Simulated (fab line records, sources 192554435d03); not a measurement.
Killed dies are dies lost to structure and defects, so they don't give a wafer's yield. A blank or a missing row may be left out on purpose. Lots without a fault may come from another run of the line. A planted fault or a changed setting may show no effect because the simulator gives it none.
fab line records | flow n5_finfet
record lots=7 wafers=39
route steps=1938 shown ZERO_LAYER@4 FIN_SAQP@125 HKMG_FIN@435 MOL_CONTACT_COAG@532 BEOL_M0_SAQP@695 BEOL_M2@890
start_h: hours from the record's first day to the start of the lot's first wafer shown | wait_h: hours since the lot's step before | " the same as in the row above | L1.1+2: a row that stands for several wafers | - no value, or no start given | * or withheld: withheld | < > ~ a bound
route shown NAME@n: a module of which the file shows steps, and the number in the route of the first | usual: mean/standard deviation of fault-free wafers | same: alike in all rows | chamber/n: place in a boat | sites: the reading at each site | _std_site: their standard deviation | _edge_site: outer sites' mean less inner sites' | radius_mm: how far each site lies from the wafer's centre | mask NAME#n: copy n | behind: the tool/chamber that last shaped the wafer | hold: why the lot was held/for how many hours/how that ended | device: the transistor (n, p or np) that didn't switch | end of line: the same wafers' tests at the end of the route | a step without rows: its recipe alone | killed: dies lost to structure and defects at the first sort, not the wafer's yield | map: a wafer's dies, x killed, . not, _ none there
set.NAME: the setting as run; set.NAME@STEP: as run at that earlier step | model.NAME: the simulator's own value behind a step, which no gauge read
lots whose settings were changed on purpose; a table a step, a row a wafer
## steps
# step N5_ZERO_LAYER_PECVD_02
# recipe material=SiO2 target_thk_a=100 temp_c=400 precursor=SiH4/N2O pressure_torr=0.75 rf_w=275 time_s=6
# columns lot.wafer tool chamber start_h wait_h set.time_s model.SiO2_of_ZERO_LAYER_PECVD_02.thk_nm
L079.1 pecvd-02 1 42.28 0.0 6 9.798
L079.2 " 0 " " 3.926 6.51
L079.3 " 1 " " 6 10.09
L079.4 " 0 " " 3.926 6.746
L079.5 " 0 " " 3.926 6.585
L079.6 " 1 " " 6 10.03
L084.1 pecvd-04 1 72.28 0.0 6 9.831
L084.2 " 0 " " 6 9.83
L084.3 " 2 " " 6 9.755
L084.4 " 0 " " 6 9.777
L084.5 " 1 " " 6 10.18
L084.6 " 2 " " 6 9.867
L088.1 pecvd-02 1 96.28 0.0 4.814 8.062
L088.2 " 2 " " 4.814 7.966
L088.3 " 0 " " 6 9.908
L088.4 " 0 " " 6 10.28
L088.5 " 2 " " 6 10.24
L088.6 " 1 " " 4.814 8.167
L089.1 pecvd-02 2 102.28 0.0 6 9.913
L089.2 " 1 " " 6 9.846
L089.3 " 0 " " 6 9.991
L089.4 " 0 " " 6 10.14
L089.5 " 2 " " 6 9.986
L089.6 " 1 " " 6 10.11
L092.1 pecvd-04 2 120.29 0.0 6 9.742
L092.2 " 1 " " 6 9.877
L092.3 " 0 " " 6 9.68
L092.4 " 2 " " 6 10.01
L092.5 " 0 " " 6 10
L092.6 " 1 " " 6 10.22
L094.1 pecvd-03 1 132.31 0.0 6 10.01
L094.4 " 1 " " 6 10
L094.6 " 0 " " 6 10.15
L096.1 pecvd-03 1 144.28 0.0 6 9.876
L096.2 " 2 " " 6 9.806
L096.3 " 0 " " 6 10.05
L096.4 " 2 " " 6 10.03
L096.5 " 0 " " 6 10.13
L096.6 " 1 " " 6 9.937
# step N5_FIN_SAQP_SPACER1_ALD_24
# recipe material=SiO2 target_thk_a=203 temp_c=300 ald_precursor_family=BDEAS ald_co_reactant=O2-plasma pulse_time_s=1 purge_time_s=2 co_reactant_purge_time_s=2 ald_cycles=218 pressure_torr=2
# columns lot.wafer tool chamber start_h wait_h set.ald_cycles model.SiO2_of_FIN_SAQP_SPACER1_ALD_24.thk_nm
L079.1+4+6 ald_sin-03 3,0,0 53.24 0.3 218 20.2
L079.2+3+5 " 2,1,1 " " 318 29.6
L084.1+2 ald_sin-04 1,0 83.68 0.3 335 31.2
L084.3 " 2 " " 218 20
L084.4+6 " 3,2 " " 218 20.2
L084.5 " 3 " " 335 31.4
L088.1+2+3+4+5+6 ald_sin-03 0,2,3,1,0,3 110.03 1.9 218 20.4
L089.1+5+6 ald_sin-04 2,2,1 115.96 0.3 218 20.4
L089.2+3 " 3,1 " " 252 23.6
L089.4 " 0 " " 252 23.8
L092.1 ald_sin-04 0 132.23 0.9 218 20.2
L092.2+3 " 2,3 " " 218 20.4
L092.4+5 " 0,3 " " 254 23.8
L092.6 " 2 " " 254 23.6
L094.1+6 ald_sin-03 0,2 143.78 0.4 218 20.2
L094.4 " 3 " " 218 20.4
L096.1 ald_sin-03 1 155.69 0.3 290 27
L096.2+3+6 " 2,0,3 " " 218 20.4
L096.4+5 " 3,2 " " 290 27.2
# step N5_FIN_SAQP_SPACER1_ETCHBACK_25
# recipe chemistry=CHF3/O2 mode=anisotropic_etchback target=SiO2 target_depth_a=244 time_s=12.2 pressure_mtorr=30 source_w=650 bias_w=170 Ar_flow_sccm=200 CHF3_flow_sccm=50 O2_flow_sccm=5 ion_energy_ev=200
# step N5_FIN_SAQP_MANDREL1_REMOVE_56
# recipe chemistry=HBr/Cl2/O2 bt_time_s=10 target=a-Si stop_on=SiNx endpoint=OES-SiCl over_etch_frac=1 icp_w=600 bias_w=22 HBr_flow_sccm=150 Cl2_flow_sccm=80 O2_flow_sccm=5 pressure_mtorr=10
# columns lot.wafer tool chamber start_h wait_h set.ald_cycles@FIN_SAQP_SPACER1_ALD_24 model.FIN_SAQP.cd_nm
L079.1+4 rie_si-02 2,0 54.05 0.1 218 20.2
L079.2+3 " 3,1 " " 318 29.4
L079.5 " 2 " " 318 29.6
L079.6 " 3 " " 218 20
L084.1 rie_si-02 3 84.48 0.1 335 31
L084.2+5 " 1 " " 335 31.2
L084.3 " 2 " " 218 20
L084.4+6 " 0 " " 218 20.2
L088.1+2+4+5+6 rie_si-02 0,2,3,3,2 111.46 0.1 218 20.4
L088.3 " 1 " " 218 20.2
L089.1+6 rie_si-04 0 116.79 0.1 218 20.4
L089.2+3+4 " 1,3,1 " " 252 23.6
L089.5 " 3 " " 218 20.2
L092.1+2+3 rie_si-04 1,3,0 133.04 0.1 218 20.4
L092.4 " 1 " " 254 24
L092.5+6 " 0,3 " " 254 23.8
L094.1+6 rie_si-04 0,1 144.58 0.1 218 20.2
L094.4 " 1 " " 218 20.4
L096.1+4 rie_si-04 1,0 156.50 0.1 290 27
L096.2+3+6 " 2,3,3 " " 218 20.4
L096.5 " 0 " " 290 27.2
# step N5_FIN_SAQP_CD_MEAS_27
# recipe target_cd_nm=20 landing_energy_ev=1000 detector=se_inlens polarity=line
# usual cd_nm=20.33/0.22
# columns lot.wafer tool chamber start_h wait_h set.ald_cycles@FIN_SAQP_SPACER1_ALD_24 cd_nm
L079.1 cd_sem-02 0 54.16 0.1 218 20.23
L079.2 " 0 " " 318 29.36
L079.3 " 0 " " 318 29.26
L079.4 " 0 " " 218 20.49
L079.5 " 0 " " 318 29.61
L079.6 " 0 " " 218 20.47
L084.1 cd_sem-02 0 84.59 0.1 335 30.88
L084.2 " 0 " " 335 30.88
L084.3 " 0 " " 218 19.92
L084.4 " 0 " " 218 20.02
L084.5 " 0 " " 335 31.60
L084.6 " 0 " " 218 20.26
L088.1 cd_sem-02 0 111.57 0.1 218 20.80
L088.2 " 0 " " 218 20.58
L088.3 " 0 " " 218 20.32
L088.4 " 0 " " 218 20.49
L088.5 " 0 " " 218 20.45
L088.6 " 0 " " 218 20.46
L089.1 cd_sem-02 0 116.90 0.1 218 20.30
L089.2 " 0 " " 252 23.30
L089.3 " 0 " " 252 23.92
L089.4 " 0 " " 252 23.77
L089.5 " 0 " " 218 20.37
L089.6 " 0 " " 218 20.38
L092.1 cd_sem-03 0 133.15 0.1 218 20.25
L092.2 " 0 " " 218 20.34
L092.3 " 0 " " 218 20.24
L092.4 " 0 " " 254 24.15
L092.5 " 0 " " 254 24.02
L092.6 " 0 " " 254 23.96
L094.1 cd_sem-01 0 144.69 0.1 218 20.36
L094.4 " 0 " " 218 20.18
L094.6 " 0 " " 218 20.22
L096.1 cd_sem-02 0 156.61 0.1 290 26.86
L096.2 " 0 " " 218 20.35
L096.3 " 0 " " 218 20.07
L096.4 " 0 " " 290 26.90
L096.5 " 0 " " 290 27.09
L096.6 " 0 " " 218 20.32
# step N5_HKMG_FIN_ETCH_32
# recipe chemistry=N2/H2 target=SOC target_depth_a=2400 temp_c=40 time_s=300 ion_energy_ev=200 mask_material=SiARC pressure_mtorr=30 source_w=840 bias_w=150 n2_flow_sccm=200 h2_flow_sccm=200
# columns lot.wafer tool chamber start_h wait_h set.target_depth_a model.etch.depth_nm model.HKMG_FIN.feature_depth_nm model.SiARC_of_HKMG_FIN_COAT_30.thk_nm
L079.1 rie_diel-04 0 108.87 0.0 2400 238.6 238.6 21.4
L079.2 " 2 " " 2400 237.4 237.4 21.8
L079.3 " 1 " " 1935 196.4 196.4 23.6
L079.4 " 3 " " 2400 236.4 236.4 21.6
L079.5 " 0 " " 1935 192.6 192.6 24.2
L079.6 " 3 " " 1935 192.3 192.4 24.2
L084.1 rie_diel-05 0 137.63 0.0 2400 235.7 235.8 21.2
L084.2 " 3 " " 3749 374.9 374.8 13.4
L084.3 " 2 " " 2400 241 241 21.2
L084.4 " 1 " " 3749 374.5 374.4 13.2
L084.5 " 2 " " 3749 375.4 375.4 13.4
L084.6 " 1 " " 2400 237.5 237.6 21.2
L088.1 rie_diel-05 3 161.68 0.0 2400 240 240 21.2
L088.2 " 2 " " 2400 239 239 21.2
L088.3 " 0 " " 2400 236.8 236.8 21.4
L088.4 " 1 " " 2400 237.8 237.8 21
L088.5 " 1 " " 2400 235.8 235.8 21.2
L088.6 " 0 " " 2400 234.9 234.8 21.4
L089.1 rie_diel-04 2 169.43 0.0 2400 239.3 239.2 21.6
L089.2 " 0 " " 3120 305.6 305.6 17.4
L089.3 " 3 " " 3120 309.5 309.4 17.4
L089.4 " 2 " " 2400 239.5 239.6 21.6
L089.5 " 3 " " 3120 310.8 310.8 17.2
L089.6 " 0 " " 2400 235.4 235.4 21.6
L092.1 rie_diel-04 1 183.23 0.0 2400 242.9 243 21
L092.2 " 3 " " 2400 239.4 239.4 21.4
L092.3 " 0 " " 1221 119.9 119.8 28.2
L092.4 " 0 " " 1221 120.2 120.2 28.2
L092.5 " 1 " " 2400 243.2 243.2 21
L092.6 " 3 " " 1221 121.5 121.4 28.2
L094.1 rie_diel-05 2 196.46 0.0 2400 235.8 235.8 21.4
L094.4 " 1 " " 2400 239.9 240 21.2
L094.6 " 1 " " 2400 239.6 239.6 21.2
L096.1 rie_diel-04 1 211.71 0.0 1964 197.8 197.8 23.6
L096.2 " 3 " " 2400 235.2 235.2 21.6
L096.3 " 0 " " 1964 189.5 189.6 24.2
L096.4 " 3 " " 2400 237.4 237.4 21.4
L096.5 " 1 " " 2400 241.4 241.4 21
L096.6 " 0 " " 1964 190.2 190.2 24
# step N5_MOL_CONTACT_COAG_ETCH_106
# recipe chemistry=N2/H2 target=SOC target_depth_a=800 overetch_a=160 mask_material=SiARC temp_c=40 time_s=120 ion_energy_ev=200 pressure_mtorr=30 source_w=840 bias_w=150 n2_flow_sccm=200 h2_flow_sccm=200
# columns lot.wafer tool chamber start_h wait_h set.target_depth_a model.SiARC_of_MOL_CONTACT_COAG_COAT_104.thk_nm model.MOL_CONTACT_COAG.cd_offset_nm
L079.1 rie_diel-04 2 122.38 0.0 800 6.4 -0.2
L079.2+4 " 0,3 " " 800 6.4 0
L079.3+5 " 1 " " 800 6.2 -0.2
L079.6 " 2 " " 800 6.4 0.2
L084.1+6 rie_diel-01 3,1 149.99 0.0 800 6.2 -0.2
L084.2 " 0 " " 800 6.4 0
L084.3+5 " 1,0 " " 951.9 5.4 0.2
L084.4 " 2 " " 951.9 5.4 -0.2
L088.1 rie_diel-01 0 174.31 0.0 800 6.4 -0.2
L088.2 " 3 " " 800 6.4 0
L088.3 " 2 " " 800 6.4 -0.4
L088.4+6 " 1 " " 407.7 8.6 -1.2
L088.5 " 2 " " 407.7 8.6 -1
L089.1 rie_diel-01 2 182.29 0.0 800 6.4 -0.2
L089.2+5 " 3,0 " " 1037 5.2 0.6
L089.3+4 " 1,0 " " 800 6.4 0
L089.6 " 3 " " 1037 5 0.4
L092.1+4+5 rie_diel-05 0,2,0 199.16 0.0 1017 5.2 0.2
L092.2+6 " 3,1 " " 800 6.4 -0.4
L092.3 " 1 " " 800 6.4 0
L094.1 rie_diel-05 0 209.23 0.0 800 6.4 -0.4
L094.4 " 1 " " 800 6.4 -0.2
L094.6 " 3 " " 800 6.6 -0.4
L096.1 rie_diel-04 2 223.72 0.0 800 6.6 0.2
L096.2 " 1 " " 800 6.2 0
L096.3+4 " 3,0 " " 800 6.6 0
L096.5+6 " 0,3 " " 800 6.4 0
# step N5_MOL_CONTACT_COAG_STRIP_107
# recipe chemistry=N2/H2 temp_c=40 n2_flow_sccm=200 h2_flow_sccm=200 rf_frequency_hz=6e+07
# step N5_MOL_CONTACT_COAG_STRIP_108
# recipe chemistry=N2/H2 temp_c=40 n2_flow_sccm=200 h2_flow_sccm=200 rf_frequency_hz=6e+07
# step N5_MOL_CONTACT_COAG_CONTACT_ETCH_14
# recipe chemistry=C4F6/O2 target=SiO2 target_depth_a=275 overetch_a=85 mask_material=SOC pressure_mtorr=30 source_w=370 bias_w=185 Ar_flow_sccm=300 C4F6_flow_sccm=16 O2_flow_sccm=10 time_s=20 ion_energy_ev=259.6
# columns lot.wafer tool chamber start_h wait_h set.target_depth_a@MOL_CONTACT_COAG_ETCH_106 model.MOL_CONTACT_COAG.cd_offset_nm
L079.1+3 rie_diel-04 2,1 122.49 0.0 800 -0.2
L079.2+4+6 " 0,3,2 " " 800 0
L079.5 " 1 " " 800 -0.4
L084.1+2+6 rie_diel-01 3,0,1 150.09 0.0 800 -0.2
L084.3+5 " 1,0 " " 951.9 0.2
L084.4 " 2 " " 951.9 -0.2
L088.1+2 rie_diel-01 0,3 174.41 0.0 800 -0.2
L088.3 " 2 " " 800 -0.4
L088.4 " 1 " " 407.7 -1.4
L088.5+6 " 2,1 " " 407.7 -1.2
L089.1 rie_diel-01 2 182.39 0.0 800 -0.2
L089.2+5 " 3,0 " " 1037 0.6
L089.3+4 " 1,0 " " 800 0
L089.6 " 3 " " 1037 0.4
L092.1+4+5 rie_diel-05 0,2,0 199.26 0.0 1017 0.2
L092.2+6 " 3,1 " " 800 -0.4
L092.3 " 1 " " 800 0
L094.1+6 rie_diel-05 0,3 209.33 0.0 800 -0.4
L094.4 " 1 " " 800 -0.2
L096.1 rie_diel-04 2 223.82 0.0 800 0.2
L096.2+3+4+5+6 " 1,3,0,0,3 " " 800 0
# step N5_MOL_CONTACT_COAG_STRIP_109
# recipe chemistry=C4F6/O2 resist=SiARC rf_frequency_hz=6e+07
# step N5_MOL_CONTACT_COAG_ETCH_15
# recipe chemistry=CH3F/O2 target=SiNx target_depth_a=70 mask_material=SOC stop_on=Si:P over_etch_frac=0.75 ion_energy_ev=120 pressure_mtorr=30 source_w=395 bias_w=73 Ar_flow_sccm=150 CH3F_flow_sccm=30 O2_flow_sccm=20
# columns lot.wafer tool chamber start_h wait_h set.target_depth_a@MOL_CONTACT_COAG_ETCH_106 model.MOL_CONTACT_COAG.cd_offset_nm
L079.1+3+5 rie_diel-04 2,1,1 122.52 0.0 800 -0.2
L079.2+4+6 " 0,3,2 " " 800 0
L084.1+2+6 rie_diel-01 3,0,1 150.13 0.0 800 -0.2
L084.3 " 1 " " 951.9 0
L084.4 " 2 " " 951.9 -0.2
L084.5 " 0 " " 951.9 0.2
L088.1 rie_diel-01 0 174.45 0.0 800 -0.2
L088.2 " 3 " " 800 0
L088.3 " 2 " " 800 -0.4
L088.4 " 1 " " 407.7 -1.4
L088.5 " 2 " " 407.7 -1
L088.6 " 1 " " 407.7 -1.2
L089.1+4 rie_diel-01 2,0 182.42 0.0 800 -0.2
L089.2+5 " 3,0 " " 1037 0.6
L089.3 " 1 " " 800 0
L089.6 " 3 " " 1037 0.4
L092.1+4+5 rie_diel-05 0,2,0 199.29 0.0 1017 0.2
L092.2 " 3 " " 800 -0.4
L092.3 " 1 " " 800 -0.2
L092.6 " 1 " " 800 -0.6
L094.1 rie_diel-05 0 209.36 0.0 800 -0.6
L094.4 " 1 " " 800 -0.2
L094.6 " 3 " " 800 -0.4
L096.1 rie_diel-04 2 223.85 0.0 800 0.2
L096.2+3+5+6 " 1,3,0,3 " " 800 0
L096.4 " 0 " " 800 -0.2
# step N5_BEOL_M0_SAQP_CUT_ETCH_46
# recipe chemistry=N2/H2 target=SOC target_depth_a=1350 overetch_a=270 temp_c=40 time_s=202.5 ion_energy_ev=200 mask_material=SiARC pressure_mtorr=30 source_w=840 bias_w=150 n2_flow_sccm=200 h2_flow_sccm=200
# columns lot.wafer tool chamber start_h wait_h set.target_depth_a model.SiARC_of_BEOL_M0_SAQP_COAT_72.thk_nm model.BEOL_M0_SAQP.cd_nm
L079.1 rie_diel-03 3 145.89 0.0 1350 4.8 29.8
L079.2 " 2 " " 2122 0.2 33.4
L079.3 " 0 " " 1350 4.6 30
L079.4 " 1 " " 1350 5 30
L079.5 " 2 " " 2122 0.4 33.4
L079.6 " 3 " " 2122 0 33.6
L084.1 rie_diel-03 1 170.82 0.0 1350 5.2 30
L084.2 " 3 " " 1350 5 29.8
L084.3+5+6 " 2,3,2 " " 680.9 9.2 28.4
L084.4 " 0 " " 1350 4.6 30
L088.1 rie_diel-02 1 202.87 0.0 1350 5 30
L088.2 " 3 " " 1350 4.6 30.6
L088.3 " 2 " " 1350 5.2 30.2
L088.4 " 2 " " 1350 5.2 30.4
L088.5 " 3 " " 1350 4.6 30.4
L088.6 " 1 " " 1350 5 30.4
L089.1 rie_diel-02 1 206.62 0.0 1554 3.6 30.2
L089.2 " 3 " " 1350 4.6 30
L089.3 " 2 " " 1554 3.8 30.6
L089.4 " 3 " " 1350 4.6 30.2
L089.5 " 2 " " 1350 5 29.4
L089.6 " 1 " " 1554 3.6 30.4
L092.1 rie_diel-03 1 221.63 0.0 2088 0.6 33.2
L092.2 " 0 " " 1350 4.6 29.8
L092.3 " 2 " " 1350 5.2 30.2
L092.4 " 3 " " 1350 4.4 30.2
L092.5 " 0 " " 2088 0 34
L092.6 " 1 " " 2088 0.6 33.4
L094.1 rie_diel-06 2 230.06 0.0 1350 4.8 29.6
L094.4 " 1 " " 1350 4.8 29.8
L094.6 " 2 " " 1350 4.8 29.4
L096.1 rie_diel-06 2 244.59 0.0 1350 5 30.2
L096.2+3 " 1,0 " " 1731 2.8 31.2
L096.4 " 3 " " 1350 5.4 30.2
L096.5 " 1 " " 1731 2.8 31
L096.6 " 0 " " 1350 5.2 30.2
# step N5_BEOL_M2_TRENCH_ETCH_37
# recipe chemistry=C4F6/O2 target_depth_a=555.55 target=SiOC time_s=29.2 ion_energy_ev=250 pressure_mtorr=30 source_w=355 bias_w=185 Ar_flow_sccm=300 C4F6_flow_sccm=10 O2_flow_sccm=10
# columns lot.wafer tool chamber start_h wait_h set.time_s model.BEOL_M2.feature_depth_nm model.etch.depth_nm model.TiN_of_BEOL_M2_HM_DEP_02.thk_nm
L079.1 rie_diel-05 2 - - 29.2 55 54.91 18.2
L079.2 " 3 " " 36.94 69.6 69.65 17.4
L079.3 " 2 " " 36.94 69.2 69.26 17.4
L079.4 " 3 " " 29.2 55.6 55.65 18.2
L079.5 " 2 " " 29.2 55 54.94 18.2
L079.6 " 3 " " 36.94 69.8 69.79 17.6
L084.1 rie_diel-04 0 - - 35.64 66.2 66.21 17.2
L084.2 " 2 " " 29.2 56 56.08 17.8
L084.3 " 1 " " 29.2 56 55.99 17.4
L084.4 " 3 " " 35.64 68.2 68.1 17.2
L084.5 " 1 " " 29.2 55.6 55.69 17.8
L084.6 " 2 " " 35.64 68.6 68.54 17.2
L088.1 rie_diel-05 3 - - 20.93 39.2 39.17 18.6
L088.2 " 0 " " 29.2 53.8 53.79 18
L088.3 " 2 " " 20.93 39 38.94 18.6
L088.4 " 1 " " 29.2 55.8 55.77 17.8
L088.5 " 1 " " 29.2 55.4 55.47 18
L088.6 " 0 " " 20.93 39 38.92 18.4
L089.1 rie_diel-04 3 - - 29.2 55.2 55.28 17.2
L089.2 " 2 " " 29.2 55.8 55.86 17.2
L089.3 " 1 " " 29.2 56 55.95 17.4
L089.4 " 2 " " 29.2 56 56.08 17.4
L089.5 " 3 " " 29.2 54.4 54.38 17.4
L089.6 " 1 " " 29.2 56.2 56.2 17.2
L092.1 rie_diel-05 1 - - 24.16 45.8 45.84 17.8
L092.2 " 0 " " 29.2 54.2 54.23 17.6
L092.3 " 3 " " 29.2 54.6 54.6 17.4
L092.4 " 2 " " 24.16 44.8 44.71 17.8
L092.5 " 2 " " 29.2 53.6 53.57 17.4
L092.6 " 3 " " 24.16 45.4 45.34 18
L094.1 rie_diel-01 2 - - 29.2 54.8 54.87 17.6
L094.4 " 1 " " 29.2 55.4 55.38 17.6
L094.6 " 1 " " 29.2 55.8 55.76 17.6
L096.1 rie_diel-01 1 - - 29.2 55.6 55.66 17.6
L096.2 " 2 " " 43.14 79.6 79.57 16.8
L096.3 " 0 " " 29.2 55.6 55.64 17.8
L096.4 " 3 " " 43.14 81.8 81.73 16.6
L096.5 " 0 " " 29.2 55.4 55.46 17.8
L096.6 " 3 " " 43.14 81.2 81.29 16.6
# step N5_BEOL_M2_ETCH_41
# recipe chemistry=CH3F/O2 target=SiCN target_depth_a=299 taper_deg=2 time_s=52.5 ion_energy_ev=120 mask_material=TiN pressure_mtorr=30 source_w=395 bias_w=75 Ar_flow_sccm=150 CH3F_flow_sccm=30 O2_flow_sccm=20
# step N5_BEOL_M2_STRIP_97
# recipe chemistry=N2/H2 time_s=10 power_w=450 temp_c=40 pressure_mtorr=20 rf_frequency_hz=6e+07 bias_power_w=7 n2_flow_sccm=200 h2_flow_sccm=200
# step N5_BEOL_M2_OCD_MEAS_38
# usual trench_depth_nm=55.1/0.69
# columns lot.wafer tool chamber start_h wait_h set.time_s@BEOL_M2_TRENCH_ETCH_37 trench_depth_nm
L079.1 ocd-01 - 172.19 - 29.2 54.3
L079.2 " - " " 36.94 69.9
L079.3 " - " " 36.94 69.2
L079.4 " - " " 29.2 55.9
L079.5 " - " " 29.2 55.3
L079.6 " - " " 36.94 70.0
L084.1 ocd-02 - 200.46 - 35.64 67.0
L084.2 " - " " 29.2 56.2
L084.3 " - " " 29.2 56.1
L084.4 " - " " 35.64 68.1
L084.5 " - " " 29.2 55.8
L084.6 " - " " 35.64 68.5
L088.1 ocd-01 - 226.93 - 20.93 39.3
L088.2 " - " " 29.2 54.0
L088.3 " - " " 20.93 38.7
L088.4 " - " " 29.2 55.5
L088.5 " - " " 29.2 55.5
L088.6 " - " " 20.93 39.0
L089.1 ocd-02 - 226.99 - 29.2 55.1
L089.2 " - " " 29.2 56.0
L089.3 " - " " 29.2 55.4
L089.4 " - " " 29.2 56.0
L089.5 " - " " 29.2 54.2
L089.6 " - " " 29.2 56.1
L092.1 ocd-01 - 247.78 - 24.16 45.9
L092.2 " - " " 29.2 54.3
L092.3 " - " " 29.2 54.4
L092.4 " - " " 24.16 44.2
L092.5 " - " " 29.2 52.8
L092.6 " - " " 24.16 44.9
L094.1 ocd-01 - 253.51 - 29.2 55.1
L094.4 " - " " 29.2 55.6
L094.6 " - " " 29.2 55.6
L096.1 ocd-01 - 267.48 - 29.2 55.4
L096.2 " - " " 43.14 79.7
L096.3 " - " " 29.2 55.7
L096.4 " - " " 43.14 81.5
L096.5 " - " " 29.2 55.5
L096.6 " - " " 43.14 81.4
## key
split step=N5_ZERO_LAYER_PECVD_02 setting=time_s stated=6 by=wafer
response step=N5_ZERO_LAYER_PECVD_02 reading=model.SiO2_of_ZERO_LAYER_PECVD_02.thk_nm change=+0.0992 per=1% r=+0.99
split step=N5_FIN_SAQP_SPACER1_ALD_24 setting=ald_cycles stated=218 by=wafer
response step=N5_FIN_SAQP_SPACER1_ALD_24 reading=model.SiO2_of_FIN_SAQP_SPACER1_ALD_24.thk_nm change=+0.206 per=1% r=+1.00
response step=N5_FIN_SAQP_MANDREL1_REMOVE_56 reading=model.FIN_SAQP.cd_nm change=+0.204 per=1% r=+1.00
response step=N5_FIN_SAQP_CD_MEAS_27 reading=cd_nm change=+0.204 per=1% r=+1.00
split step=N5_HKMG_FIN_ETCH_32 setting=target_depth_a stated=2400 by=wafer
response step=N5_HKMG_FIN_ETCH_32 reading=model.etch.depth_nm change=+2.43 per=1% r=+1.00
response step=N5_HKMG_FIN_ETCH_32 reading=model.HKMG_FIN.feature_depth_nm change=+2.43 per=1% r=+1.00
response step=N5_HKMG_FIN_ETCH_32 reading=model.SiARC_of_HKMG_FIN_COAT_30.thk_nm change=-0.141 per=1% r=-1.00
split step=N5_MOL_CONTACT_COAG_ETCH_106 setting=target_depth_a stated=800 by=wafer
response step=N5_MOL_CONTACT_COAG_ETCH_106 reading=model.SiARC_of_MOL_CONTACT_COAG_COAT_104.thk_nm change=-0.0444 per=1% r=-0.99
response step=N5_MOL_CONTACT_COAG_ETCH_106 reading=model.MOL_CONTACT_COAG.cd_offset_nm change=+0.0183 per=1% r=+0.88
response step=N5_MOL_CONTACT_COAG_CONTACT_ETCH_14 reading=model.MOL_CONTACT_COAG.cd_offset_nm change=+0.0193 per=1% r=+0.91
response step=N5_MOL_CONTACT_COAG_ETCH_15 reading=model.MOL_CONTACT_COAG.cd_offset_nm change=+0.0203 per=1% r=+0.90
split step=N5_BEOL_M0_SAQP_CUT_ETCH_46 setting=target_depth_a stated=1350 by=wafer
response step=N5_BEOL_M0_SAQP_CUT_ETCH_46 reading=model.SiARC_of_BEOL_M0_SAQP_COAT_72.thk_nm change=-0.0816 per=1% r=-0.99
response step=N5_BEOL_M0_SAQP_CUT_ETCH_46 reading=model.BEOL_M0_SAQP.cd_nm change=+0.0515 per=1% r=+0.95
split step=N5_BEOL_M2_TRENCH_ETCH_37 setting=time_s stated=29.2 by=wafer
response step=N5_BEOL_M2_TRENCH_ETCH_37 reading=model.BEOL_M2.feature_depth_nm change=+0.537 per=1% r=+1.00
response step=N5_BEOL_M2_TRENCH_ETCH_37 reading=model.etch.depth_nm change=+0.537 per=1% r=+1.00
response step=N5_BEOL_M2_TRENCH_ETCH_37 reading=model.TiN_of_BEOL_M2_HM_DEP_02.thk_nm change=-0.0229 per=1% r=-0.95
response step=N5_BEOL_M2_OCD_MEAS_38 reading=trench_depth_nm change=+0.539 per=1% r=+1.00
